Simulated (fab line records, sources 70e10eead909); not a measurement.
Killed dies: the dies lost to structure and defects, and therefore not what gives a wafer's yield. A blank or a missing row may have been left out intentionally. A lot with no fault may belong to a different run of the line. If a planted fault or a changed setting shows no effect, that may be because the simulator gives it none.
fab line records	flow nandHarc
record lots=6	wafers=18	lastDay=30
route steps=1302 shown A_CHANNEL_HOLE_D1@460 A_CHANNEL_FILL_D1@490 END@1302
lots that met no fault: taken from a fault-free run of the same line
startH: hours from the record's opening day to when the first of the lot's shown wafers began	waitH: hours since the lot's step before	" unchanged from the row above	L1.1+2: a row that stands for several wafers	- value missing, or start not given	* or withheld: withheld	< > ~ a bound
route shown NAME@n: names a module that has steps shown in the file, with the first one's number in the route	usual: the fault-free wafers' mean and standard deviation	same: alike in all rows	chamber/n: place in a boat	sites: readings site by site	_std_site: standard deviation of those values	_edge_site: outer sites' mean less inner sites'	radiusMm: for every site, how far away it sits from the centre of the wafer	mask NAME#n: copy n	behind: the last tool/chamber to shape the wafer	hold: cause of the lot's hold/its duration in hours/its outcome	device: whichever transistor did not switch (one of n, p or np)	end of line: tests of these same wafers at the route's end	for a step that has no rows: nothing shown but its recipe	killed: not the wafer's yield, but the dies lost to structure and defects at the first sort	map: shows each die of a wafer: x if killed, . if not, _ if none is there
set.NAME: the run value of the setting; set.NAME@STEP: its run value at that earlier step	model.NAME: the simulator's own value behind a step, which no gauge read
lots at selected steps of the route; one table per step, one row per wafer
services: the hour from which a tool's chamber was out of use, counted from the record's first day as startH (under 0 if before that day), plus the number of hours and why
## steps
# step NHARC_A_CHANNEL_HOLE_D1_PEB_08
# recipe pebTempC=100	pebTimeS=65
# step NHARC_A_CHANNEL_HOLE_D1_DEVELOP_09
# recipe developTimeS=35	devTempC=23
# step NHARC_A_CHANNEL_HOLE_D1_CD_MEAS_10
# recipe targetCdNm=100	landingEnergyEv=500
# usual cdNm=100.0/0.65
lot.wafer	tool	chamber	startH	waitH	cdNm
L143.3	cdSem-01	0	190.43	-	100.4
L143.4	"	0	"	"	100.5
L143.6	"	0	"	"	101.5
L142.1	cdSem-02	0	190.58	-	100.1
L142.4	"	0	"	"	99.2
L142.6	"	0	"	"	99.3
L144.1	cdSem-03	0	206.56	-	100.1
L144.3	"	0	"	"	100.6
L144.5	"	0	"	"	100.3
L147.3	cdSem-03	0	237.43	-	100.0
L147.5	"	0	"	"	100.0
L147.6	"	0	"	"	101.4
L157.2	cdSem-03	0	338.84	-	99.2
L157.4	"	0	"	"	99.5
L157.5	"	0	"	"	99.9
L159.1	cdSem-01	0	355.95	-	99.8
L159.2	"	0	"	"	99.9
L159.5	"	0	"	"	99.8
# step NHARC_A_CHANNEL_HOLE_D1_OVL_MEAS_11
# usual overlayXNm=0.2/0.76	overlayYNm=-0.2/0.74
lot.wafer	tool	chamber	startH	waitH	overlayXNm	overlayYNm
L143.3	overlay-02	-	190.52	-	0.7	1.9
L143.4	"	-	"	"	0.4	1.2
L143.6	"	-	"	"	1.4	2.0
L142.1	overlay-01	-	190.67	-	-0.9	-1.4
L142.4	"	-	"	"	-1.0	-1.3
L142.6	"	-	"	"	-0.8	-1.2
L144.1	overlay-01	-	206.65	-	0.4	-0.2
L144.3	"	-	"	"	0.2	-0.5
L144.5	"	-	"	"	-0.4	0.2
L147.3	overlay-01	-	237.51	-	1.5	-0.6
L147.5	"	-	"	"	1.7	-0.5
L147.6	"	-	"	"	0.7	-0.4
L157.2	overlay-02	-	338.92	-	0.6	-0.8
L157.4	"	-	"	"	0.6	-0.9
L157.5	"	-	"	"	0.6	-0.6
L159.1	overlay-02	-	356.04	-	-0.3	0.0
L159.2	"	-	"	"	-0.3	0.1
L159.5	"	-	"	"	-0.7	-0.1
# step NHARC_A_CHANNEL_HOLE_D1_INSPECT_12
# usual rawDefectCount=6/3
lot.wafer	tool	chamber	startH	waitH	rawDefectCount
L143.3	defectInspect-01	-	190.58	0.1	3
L143.4	"	-	"	"	3
L143.6	"	-	"	"	6
L142.1	defectInspect-01	-	190.71	0.0	5
L142.4	"	-	"	"	8
L142.6	"	-	"	"	15
L144.1	defectInspect-02	-	206.69	0.0	1
L144.3	"	-	"	"	11
L144.5	"	-	"	"	4
L147.3	defectInspect-01	-	237.55	0.0	6
L147.5	"	-	"	"	4
L147.6	"	-	"	"	4
L157.2	defectInspect-02	-	338.96	0.0	5
L157.4	"	-	"	"	8
L157.5	"	-	"	"	8
L159.1	defectInspect-01	-	356.08	0.0	5
L159.2	"	-	"	"	4
L159.5	"	-	"	"	7
# step NHARC_A_CHANNEL_HOLE_D1_DESCUM_15
# recipe timeS=3	o2FlowSccm=200	arFlowSccm=0	biasPowerW=0	chemistry=O2
# usual drypumpMotorCurrentA=5.7/0.31	oesProductAu=1.001/0.011	rfVppV=57.9/0.84	showerheadPlenumPTorr=1.93/0.045	throttleValvePct=11.312/0.0098
# same timeS=3
lot.wafer	tool	chamber	startH	waitH	drypumpMotorCurrentA	oesProductAu	rfHoursCounterH	rfVppV	showerheadPlenumPTorr	throttleValvePct
L143.4	rieDiel-10	3	190.64	0.1	6.2	1.003	8	58.2	1.98	11.314
L143.3	"	0	"	"	5.5	1.021	8	57.1	1.86	11.313
L143.6	"	0	"	"	5.5	1.002	-	58.0	1.86	11.299
L142.4	rieDiel-10	2	190.77	0.1	5.6	0.980	9	57.3	1.93	11.314
L142.1	"	0	"	"	5.6	1.020	8	56.2	1.86	11.309
L142.6	"	2	"	"	5.6	0.993	-	58.2	1.93	11.327
L144.3	rieDiel-10	3	206.77	0.1	6.2	1.022	9	57.6	1.98	11.321
L144.1	"	0	"	"	5.5	1.002	9	58.5	1.86	11.304
L144.5	"	2	"	"	5.6	0.987	-	57.2	1.93	11.316
L147.3	rieDiel-10	2	237.62	0.1	5.6	0.984	13	57.5	1.93	11.313
L147.6	"	2	"	"	5.6	0.981	-	57.7	1.93	11.327
L147.5	"	3	"	"	6.1	1.014	-	59.1	1.98	11.301
L157.4	rieDiel-08	2	339.02	0.1	5.6	1.000	44	58.2	1.88	11.309
L157.2	"	1	"	"	5.6	0.996	49	58.3	1.99	11.298
L157.5	"	2	"	"	5.6	0.995	-	57.7	1.88	11.316
L159.1	rieDiel-10	3	356.15	0.1	6.2	1.015	6	58.0	1.98	11.332
L159.2	"	1	"	"	5.6	0.998	8	59.0	1.95	11.307
L159.5	"	3	"	"	6.1	0.999	-	58.6	1.98	11.324
# step NHARC_A_CHANNEL_HOLE_D1_ETCH_38
# recipe targetDepthA=390	overEtchFrac=0.3	timeS=65	ionEnergyEv=80	cf4FlowSccm=150	arFlowSccm=0	rfW=300	biasW=100	chemistry=CF4
# step NHARC_A_CHANNEL_HOLE_D1_ETCH_39
# recipe targetDepthA=2600	overEtchFrac=0.3	timeS=325	ionEnergyEv=200	n2FlowSccm=150	h2FlowSccm=150	arFlowSccm=0	rfW=400	biasW=150	chemistry=N2/H2
# step NHARC_A_CHANNEL_HOLE_D1_ETCH_34
# recipe targetDepthA=1540	timeS=77	cf4FlowSccm=100	chf3FlowSccm=30	arFlowSccm=0	rfW=500	biasW=200	chemistry=CF4/CHF3
# step NHARC_A_CHANNEL_HOLE_D1_ETCH_16
# recipe targetDepthA=31000	overEtchFrac=0.3	timeS=806	ionEnergyEv=150	o2FlowSccm=400	cosFlowSccm=20	arFlowSccm=0	rfW=500	biasW=300	chemistry=O2/COS
# usual drypumpMotorCurrentA=5.68/0.3	oesProductAu=1.002/0.0099	rfVppV=314.7/1.2	showerheadPlenumPTorr=3.16/0.068	throttleValvePct=28.329/0.0089
# same timeS=806
lot.wafer	tool	chamber	startH	waitH	drypumpMotorCurrentA	oesProductAu	rfHoursCounterH	rfVppV	showerheadPlenumPTorr	throttleValvePct
L143.4	rieDiel-10	2	-	-	5.62	0.979	9	316.1	3.15	28.328
L143.3	"	3	"	"	6.18	1.020	8	314.6	3.23	28.349
L143.6	"	2	"	"	5.60	0.984	-	315.3	3.15	28.333
L142.4	rieDiel-10	1	-	-	5.64	1.009	10	314.6	3.19	28.315
L142.1	"	3	"	"	6.16	1.009	8	315.9	3.23	28.328
L142.6	"	1	"	"	5.66	1.004	-	316.2	3.19	28.315
L144.1	rieDiel-10	3	-	-	6.19	1.006	9	315.2	3.22	28.338
L144.3	"	2	"	"	5.62	0.987	11	314.4	3.15	28.331
L144.5	"	3	"	"	6.18	1.013	-	316.0	3.23	28.333
L147.3	rieDiel-10	2	-	-	5.62	0.995	14	315.1	3.15	28.325
L147.5	"	1	"	"	5.65	0.998	-	315.6	3.19	28.324
L147.6	"	2	"	"	5.65	0.992	-	314.0	3.15	28.327
L157.4	rieDiel-08	3	-	-	5.89	0.991	44	314.4	3.09	28.328
L157.2	"	2	"	"	5.59	0.995	45	313.3	3.07	28.327
L157.5	"	0	"	"	5.37	0.997	-	316.5	3.18	28.330
L159.2	rieDiel-10	0	-	-	5.55	1.007	8	312.3	3.04	28.329
L159.1	"	2	"	"	5.60	0.991	9	314.6	3.15	28.331
L159.5	"	1	"	"	5.65	1.007	-	314.3	3.18	28.323
# step NHARC_A_CHANNEL_HOLE_D1_CD_MEAS_18
# usual cdNm=99.7/2.3
lot.wafer	tool	chamber	startH	waitH	cdNm
L143.3	cdSem-02	-	191.89	-	100.4
L143.4	"	-	"	"	98.5
L143.6	"	-	"	"	98.8
L142.1	cdSem-03	-	192.34	-	103.5
L142.4	"	-	"	"	96.9
L142.6	"	-	"	"	101.4
L144.1	cdSem-01	-	207.86	-	101.5
L144.3	"	-	"	"	98.2
L144.5	"	-	"	"	103.1
L147.3	cdSem-03	-	238.93	-	100.2
L147.5	"	-	"	"	97.4
L147.6	"	-	"	"	99.1
L157.2	cdSem-03	-	340.19	-	97.4
L157.4	"	-	"	"	100.0
L157.5	"	-	"	"	98.6
L159.1	cdSem-03	-	357.25	-	102.4
L159.2	"	-	"	"	95.4
L159.5	"	-	"	"	102.3
# step NHARC_A_CHANNEL_HOLE_D1_ETCH_19
# recipe biasV=1200	sourceW=2500	pressureMtorr=15	timeS=34.5	arFlowSccm=375	c4f8FlowSccm=28.8	o2FlowSccm=96.2	tempC=-20	targetDepthA=*	chemistry=C4F8/O2/Ar
# step NHARC_A_CHANNEL_HOLE_D1_ETCH_20
# recipe biasV=3000	sourceW=withheld	pressureMtorr=20	timeS=361.9	arFlowSccm=375	c4f8FlowSccm=89.3	o2FlowSccm=35.7	tempC=-20	targetDepthA=16000	chemistry=C4F8/O2/Ar
# usual drypumpMotorCurrentA=5.6/0.48	showerheadPlenumPTorr=3.54/0.12	tempC=-20.00/0.1	throttleValvePct=32.155/0.011
# same timeS=361.9
lot.wafer	tool	chamber	startH	waitH	drypumpMotorCurrentA	rfHoursCounterH	showerheadPlenumPTorr	tempC	throttleValvePct
L143.3	harEtch-02	0	192.18	0.2	5.7	-	3.52	-20.05	32.149
L143.4	"	1	"	"	5.6	-	3.53	-19.94	32.151
L143.6	"	1	"	"	5.6	-	3.53	-20.00	32.147
L142.1	harEtch-01	1	192.58	0.1	5.0	91	3.51	-19.96	32.182
L142.4	"	0	"	"	6.3	-	3.58	-20.00	32.141
L142.6	"	0	"	"	6.3	-	3.58	-20.01	32.169
L144.1	harEtch-02	1	209.99	0.1	5.5	315	3.52	-19.88	32.147
L144.3	"	1	"	"	5.6	-	3.52	-20.01	32.165
L144.5	"	1	"	"	5.6	-	3.52	-20.03	32.164
L147.3	harEtch-01	1	239.27	0.2	5.0	-	3.50	-20.01	32.162
L147.5	"	0	"	"	6.4	-	3.57	-20.09	32.148
L147.6	"	1	"	"	4.9	-	3.50	-20.00	32.139
L157.2	harEtch-02	1	341.22	0.1	5.6	388	3.49	-19.96	32.150
L157.4	"	0	"	"	5.7	-	3.47	-19.92	32.158
L157.5	"	1	"	"	5.5	-	3.49	-19.88	32.144
L159.1	harEtch-02	0	357.43	0.1	5.7	388	3.47	-20.23	32.142
L159.2	"	1	"	"	5.5	395	3.48	-19.93	32.146
L159.5	"	1	"	"	5.5	-	3.48	-19.91	32.161
# step NHARC_A_CHANNEL_HOLE_D1_ETCH_21
# recipe biasV=3000	sourceW=withheld	pressureMtorr=20	timeS=514.3	arFlowSccm=375	c4f8FlowSccm=89.3	o2FlowSccm=35.7	tempC=-20	targetDepthA=16000	chemistry=C4F8/O2/Ar
# step NHARC_A_CHANNEL_HOLE_D1_ETCH_22
# recipe biasV=3000	sourceW=withheld	pressureMtorr=20	timeS=666.7	arFlowSccm=375	c4f8FlowSccm=89.3	o2FlowSccm=35.7	tempC=-20	targetDepthA=16000	chemistry=C4F8/O2/Ar
# step NHARC_A_CHANNEL_HOLE_D1_ETCH_23
# recipe biasV=5000	sourceW=withheld	pressureMtorr=20	timeS=819	arFlowSccm=375	c4f8FlowSccm=89.3	o2FlowSccm=35.7	tempC=-20	targetDepthA=16000	chemistry=C4F8/O2/Ar
# usual drypumpMotorCurrentA=5.6/0.48	showerheadPlenumPTorr=3.54/0.12	tempC=-20.00/0.1	throttleValvePct=32.155/0.0097
# same timeS=819
lot.wafer	tool	chamber	startH	waitH	drypumpMotorCurrentA	rfHoursCounterH	showerheadPlenumPTorr	tempC	throttleValvePct
L143.3	harEtch-02	0	193.63	0.5	5.7	-	3.51	-20.01	32.159
L143.4	"	1	"	"	5.6	-	3.53	-20.02	32.136
L143.6	"	1	"	"	5.6	-	3.53	-19.99	32.143
L142.1	harEtch-01	1	193.96	0.5	4.9	92	3.51	-19.89	32.146
L142.4	"	0	"	"	6.4	-	3.58	-20.19	32.130
L142.6	"	0	"	"	6.3	-	3.58	-19.97	32.148
L144.1	harEtch-02	1	211.31	0.5	5.5	316	3.52	-19.94	32.157
L144.3	"	1	"	"	5.6	-	3.52	-19.92	32.162
L144.5	"	1	"	"	5.5	-	3.52	-19.92	32.162
L147.3	harEtch-01	1	240.78	0.5	4.9	-	3.50	-20.07	32.160
L147.5	"	0	"	"	6.4	-	3.57	-19.85	32.155
L147.6	"	1	"	"	4.9	-	3.50	-20.10	32.159
L157.2	harEtch-02	1	342.61	0.5	5.6	389	3.49	-20.03	32.175
L157.4	"	0	"	"	5.8	-	3.47	-19.95	32.169
L157.5	"	1	"	"	5.6	-	3.49	-19.98	32.161
L159.1	harEtch-02	0	358.75	0.5	5.7	389	3.47	-19.92	32.166
L159.2	"	1	"	"	5.5	397	3.48	-20.13	32.155
L159.5	"	1	"	"	5.5	-	3.48	-20.14	32.156
# step NHARC_A_CHANNEL_HOLE_D1_ETCH_24
# recipe biasV=5000	sourceW=withheld	pressureMtorr=20	timeS=906.2	arFlowSccm=375	c4f8FlowSccm=93.8	o2FlowSccm=31.2	tempC=-20	targetDepthA=15000	chemistry=C4F8/O2/Ar
# usual drypumpMotorCurrentA=5.6/0.48	showerheadPlenumPTorr=3.54/0.12	tempC=-20.01/0.12	throttleValvePct=32.236/0.0086
# same timeS=906.2
lot.wafer	tool	chamber	startH	waitH	drypumpMotorCurrentA	rfHoursCounterH	showerheadPlenumPTorr	tempC	throttleValvePct
L143.3	harEtch-02	0	194.36	0.6	5.8	-	3.51	-20.01	32.224
L143.4	"	1	"	"	5.5	-	3.53	-20.14	32.227
L143.6	"	1	"	"	5.6	-	3.53	-20.14	32.247
L142.1	harEtch-01	1	194.66	0.6	5.0	93	3.51	-20.03	32.235
L142.4	"	0	"	"	6.3	-	3.58	-19.94	32.227
L142.6	"	0	"	"	6.3	-	3.58	-20.01	32.244
L144.1	harEtch-02	1	212.01	0.6	5.5	317	3.52	-19.86	32.236
L144.3	"	1	"	"	5.5	-	3.52	-19.84	32.218
L144.5	"	1	"	"	5.5	-	3.52	-19.71	32.241
L147.3	harEtch-01	1	241.51	0.6	5.0	-	3.49	-19.83	32.242
L147.5	"	0	"	"	6.3	-	3.56	-19.96	32.229
L147.6	"	1	"	"	5.0	-	3.49	-20.03	32.242
L157.2	harEtch-02	1	343.32	0.6	5.6	390	3.48	-20.05	32.226
L157.4	"	0	"	"	5.7	-	3.47	-19.93	32.229
L157.5	"	1	"	"	5.6	-	3.48	-19.98	32.224
L159.1	harEtch-02	0	359.46	0.6	5.7	390	3.46	-20.30	32.235
L159.2	"	1	"	"	5.6	397	3.48	-20.02	32.238
L159.5	"	1	"	"	5.6	-	3.48	-20.04	32.226
# step NHARC_A_CHANNEL_HOLE_D1_ETCH_25
# recipe biasV=5000	sourceW=withheld	pressureMtorr=20	timeS=1040.2	arFlowSccm=375	c4f8FlowSccm=93.8	o2FlowSccm=31.2	tempC=-20	targetDepthA=15000	chemistry=C4F8/O2/Ar
# step NHARC_A_CHANNEL_HOLE_D1_ETCH_26
# recipe biasV=300	sourceW=2000	pressureMtorr=30	timeS=224.1	arFlowSccm=375	c4f8FlowSccm=11.4	o2FlowSccm=113.6	tempC=-20	targetDepthA=3000	chemistry=C4F8/O2/Ar
# step NHARC_A_CHANNEL_HOLE_D1_ETCH_33
# recipe biasV=400	sourceW=2000	pressureMtorr=25	timeS=90	arFlowSccm=375	c4f8FlowSccm=41.7	o2FlowSccm=83.3	tempC=-20	targetDepthA=4000	chemistry=C4F8/O2/Ar
# step NHARC_A_CHANNEL_HOLE_D1_STRIP_41
# recipe n2FlowSccm=150	h2FlowSccm=150	arFlowSccm=0	biasW=0	chemistry=N2/H2
# step NHARC_A_CHANNEL_HOLE_D1_STRIP_42
# recipe cf4FlowSccm=100	chf3FlowSccm=30	arFlowSccm=0	biasW=0	chemistry=CF4/CHF3
# step NHARC_A_CHANNEL_HOLE_D1_STRIP_43
# recipe o2FlowSccm=400	cosFlowSccm=20	arFlowSccm=0	biasW=0	chemistry=O2/COS
# step NHARC_A_CHANNEL_HOLE_D1_ETCH_44
# recipe targetDepthA=1400	overetchA=140	timeS=77	ionEnergyEv=100	cf4FlowSccm=80	o2FlowSccm=20	arFlowSccm=0	rfW=300	biasW=100	chemistry=CF4/O2
# step NHARC_A_CHANNEL_HOLE_D1_STRIP_27
# recipe o2FlowSccm=500	arFlowSccm=0	biasW=0	chemistry=O2
# step NHARC_A_CHANNEL_HOLE_D1_PRECLEAN_28
# recipe timeS=*	tempC=50	bathAgeMin=0	chemistry=SC1
# step NHARC_A_CHANNEL_HOLE_D1_SRD_29
# step NHARC_A_CHANNEL_HOLE_D1_CD_MEAS_30
# usual cdNm=90.3/1.5
lot.wafer	tool	chamber	startH	waitH	cdNm
L143.3	cdSem-01	-	197.96	-	89.1
L143.4	"	-	"	"	90.5
L143.6	"	-	"	"	91.1
L142.1	cdSem-01	-	198.35	-	87.0
L142.4	"	-	"	"	88.3
L142.6	"	-	"	"	90.2
L144.1	cdSem-01	-	215.44	-	90.0
L144.3	"	-	"	"	92.1
L144.5	"	-	"	"	92.1
L147.3	cdSem-01	-	244.72	-	89.5
L147.5	"	-	"	"	92.2
L147.6	"	-	"	"	91.4
L157.2	cdSem-02	-	346.58	-	90.3
L157.4	"	-	"	"	89.9
L157.5	"	-	"	"	90.4
L159.1	cdSem-02	-	362.86	-	90.1
L159.2	"	-	"	"	90.6
L159.5	"	-	"	"	88.7
# step NHARC_A_CHANNEL_HOLE_D1_XSEM_31
# recipe landingEnergyEv=35000
# usual botCdNm=74.8/1.6	bowNm=8.53/0.23	tiltDeg=0.08/0.043
lot.wafer	tool	chamber	startH	waitH	botCdNm	bowNm	tiltDeg
L143.3	xsem-02	0	198.05	0.1	75.3	8.74	0.04
L143.4	"	0	"	"	75.8	8.83	0.04
L143.6	"	0	"	"	76.7	8.77	0.05
L142.1	xsem-01	0	198.43	0.1	72.0	8.99	0.11
L142.4	"	0	"	"	72.2	8.93	0.11
L142.6	"	0	"	"	74.8	8.96	0.11
L144.1	xsem-01	0	215.53	0.1	73.5	8.99	0.07
L144.3	"	0	"	"	75.8	8.93	0.07
L144.5	"	0	"	"	75.5	8.94	0.07
L147.3	xsem-02	0	244.82	0.1	73.9	8.82	0.11
L147.5	"	0	"	"	76.7	8.75	0.11
L147.6	"	0	"	"	76.1	8.75	0.11
L157.2	xsem-02	0	346.67	0.1	73.7	8.39	0.14
L157.4	"	0	"	"	74.6	8.54	0.15
L157.5	"	0	"	"	75.2	8.46	0.15
L159.1	xsem-02	0	362.95	0.1	73.7	8.63	0.10
L159.2	"	0	"	"	75.3	8.70	0.10
L159.5	"	0	"	"	72.6	8.63	0.10
# step NHARC_A_CHANNEL_HOLE_D1_INSPECT_40
# usual rawDefectCount=73/31
lot.wafer	tool	chamber	startH	waitH	rawDefectCount
L143.3	defectInspect-02	-	198.14	-	71
L143.4	"	-	"	"	106
L143.6	"	-	"	"	94
L142.1	defectInspect-02	-	198.53	-	43
L142.4	"	-	"	"	40
L142.6	"	-	"	"	57
L144.1	defectInspect-01	-	215.62	-	110
L144.3	"	-	"	"	110
L144.5	"	-	"	"	88
L147.3	defectInspect-01	-	244.91	-	31
L147.5	"	-	"	"	55
L147.6	"	-	"	"	55
L157.2	defectInspect-01	-	346.77	-	121
L157.4	"	-	"	"	409
L157.5	"	-	"	"	112
L159.1	defectInspect-02	-	363.05	-	431
L159.2	"	-	"	"	114
L159.5	"	-	"	"	101
# step NHARC_A_CHANNEL_FILL_D1_PRECLEAN_00
# recipe timeS=*	tempC=50	bathAgeMin=0	chemistry=SC1
# step NHARC_END_SORT_01
# recipe tempC=25
# usual killedAtArray=41/10	killedAtOther=0.8/0.91	killedAtPeriphery=4.2/2.9	killedDies=46/10	killedOpen=3.5/2.1	killedShort=2.5/1.6
# same grossDies=677
lot.wafer	tool	chamber	startH	waitH	killedAtArray	killedAtOther	killedAtPeriphery	killedDies	killedOpen	killedShort
L142.1	prober-01	0	577.87	2.5	26	0	0	26	7	1
L142.4	prober-01	0	580.30	3.4	27	1	0	28	1	1
L142.6	prober-01	0	581.93	4.1	39	3	1	43	3	3
L147.6	prober-01	0	604.52	4.0	31	0	1	32	5	1
L159.1	prober-01	0	728.36	2.5	68	0	5	73	3	6
L159.2	prober-01	0	729.16	2.8	58	0	5	63	4	5
L157.4	prober-02	0	730.86	3.5	79	0	5	84	2	2
# killed by level:class
L142.1 A_CHANNEL_HOLE_D2:chamberFilmFlake=13 A_CONTACT:chamberFilmFlake=4 A_CHANNEL_HOLE_D1:geometricParticle:open=2 A_M0:geometricParticle:open=2 A_CHANNEL_HOLE_D1:geometricParticle:short=1 A_ONON_D2:geometricParticle:open=1 A_BLC:geometricParticle:open=1 A_M1:geometricParticle:open=1
L142.4 A_CHANNEL_HOLE_D2:chamberFilmFlake=15 A_ZERO_WELL:chamberFilmFlake=3 A_CHANNEL_HOLE_D1:chamberFilmFlake=2 A_STAIRCASE:chamberFilmFlake=2 A_BONDPAD:chamberFilmFlake=2 A_CHANNEL_HOLE_D1:geometricParticle:open=1 A_WL_FILL:geometricParticle:short=1 A_CONTACT:chamberFilmFlake=1
L142.6 A_CHANNEL_HOLE_D2:chamberFilmFlake=18 A_ZERO_WELL:chamberFilmFlake=6 A_DECK1_JOINT:chamberFilmFlake=2 A_STAIRCASE:chamberFilmFlake=2 A_BONDPAD:chamberFilmFlake=2 THIN_TSV:chamberFilmFlake=2 A_ONON_D1:geometricParticle:open=1 A_CHANNEL_HOLE_D1:geometricParticle:open=1
L147.6 A_CONTACT:chamberFilmFlake=6 A_STAIRCASE:chamberFilmFlake=5 A_CHANNEL_HOLE_D1:chamberFilmFlake=4 A_CHANNEL_HOLE_D2:chamberFilmFlake=4 A_BONDPAD:chamberFilmFlake=4 A_WL_FILL:geometricParticle:open=2 A_SGD_CUT:chamberFilmFlake=2 P_M0:geometricParticle:open=1
L159.1 A_CHANNEL_HOLE_D1:unspecified=37 A_SLIT:chamberFilmFlake=10 A_CONTACT:chamberFilmFlake=5 P_ZERO_WELL:chamberFilmFlake=3 A_CHANNEL_HOLE_D2:chamberFilmFlake=3 A_CHANNEL_FILL_D2:geometricParticle:short=2 P_M2:chamberFilmFlake=2 A_CHANNEL_HOLE_D1:chamberFilmFlake=2
L159.2 A_CHANNEL_HOLE_D1:chamberFilmFlake=19 A_SLIT:chamberFilmFlake=12 A_CHANNEL_HOLE_D2:chamberFilmFlake=7 A_CONTACT:chamberFilmFlake=5 A_STAIRCASE:chamberFilmFlake=4 A_DECK1_JOINT:geometricParticle:short=2 A_ONON_D2:geometricParticle:open=2 P_ZERO_WELL:chamberFilmFlake=2
L157.4 A_CHANNEL_HOLE_D1:unspecified=30 A_SLIT:chamberFilmFlake=14 A_CHANNEL_HOLE_D2:chamberFilmFlake=11 A_CHANNEL_HOLE_D1:chamberFilmFlake=9 A_CONTACT:chamberFilmFlake=5 A_STAIRCASE:chamberFilmFlake=4 P_GATE:chamberFilmFlake=3 A_ZERO_WELL:chamberFilmFlake=2
## services
tool	chamber	startH	hours	kind
rieDiel-10	0	172.50	-	clean
rieDiel-10	1	172.50	-	clean
rieDiel-10	2	172.50	-	clean
rieDiel-10	3	172.50	-	clean
rieDiel-08	-	192.40	9.0	pm
rieDiel-10	0	197.04	-	clean
rieDiel-10	1	197.04	-	clean
rieDiel-10	2	197.04	-	clean
rieDiel-10	3	197.04	-	clean
rieDiel-08	-	202.39	1.3	repair
rieDiel-10	0	221.57	-	clean
rieDiel-10	1	221.57	-	clean
rieDiel-10	2	221.57	-	clean
rieDiel-10	3	221.57	-	clean
rieDiel-10	0	237.59	4.2	repair
rieDiel-10	-	242.53	9.0	pm
rieDiel-10	0	242.53	9.0	ventCycle
rieDiel-10	1	242.53	9.0	ventCycle
rieDiel-10	2	242.53	9.0	ventCycle
rieDiel-10	3	242.53	9.0	ventCycle
harEtch-02	0	280.66	-	consumableReplace:focusRing
harEtch-02	0	280.66	17.0	scheduledDown
harEtch-02	0	280.66	17.0	ventCycle
rieDiel-10	0	305.62	16.1	repair
## key
firstSign step=NHARC_A_CHANNEL_HOLE_D1_INSPECT_40	reading=rawDefectCount	direction=up	sigmas=11	usual=73	struck=420
moreKillsBornAt NHARC_A_CHANNEL_HOLE_D1_ETCH_20@harEtch-02=43
metAt NHARC_A_CHANNEL_HOLE_D1_ETCH_20
struckWafers L157.4,L159.1
testerLeftOut L157,L159
onsetBetween 192.18 341.22
fault kind=chamberParticleSource	tool=harEtch-02	chamber=0	onsetH=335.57	steps=NHARC_A_CHANNEL_HOLE_D1_ETCH_20	ratePerVisitCm2=0.50421	endH=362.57
# testerLeftOut: of these lots the tester's yield and bins aren't shown, on N5 and GAA mostly nor the transistor test; their killed dies are dies lost to structure and defects alone, not to doping, threshold or leakage, so they don't give the yield
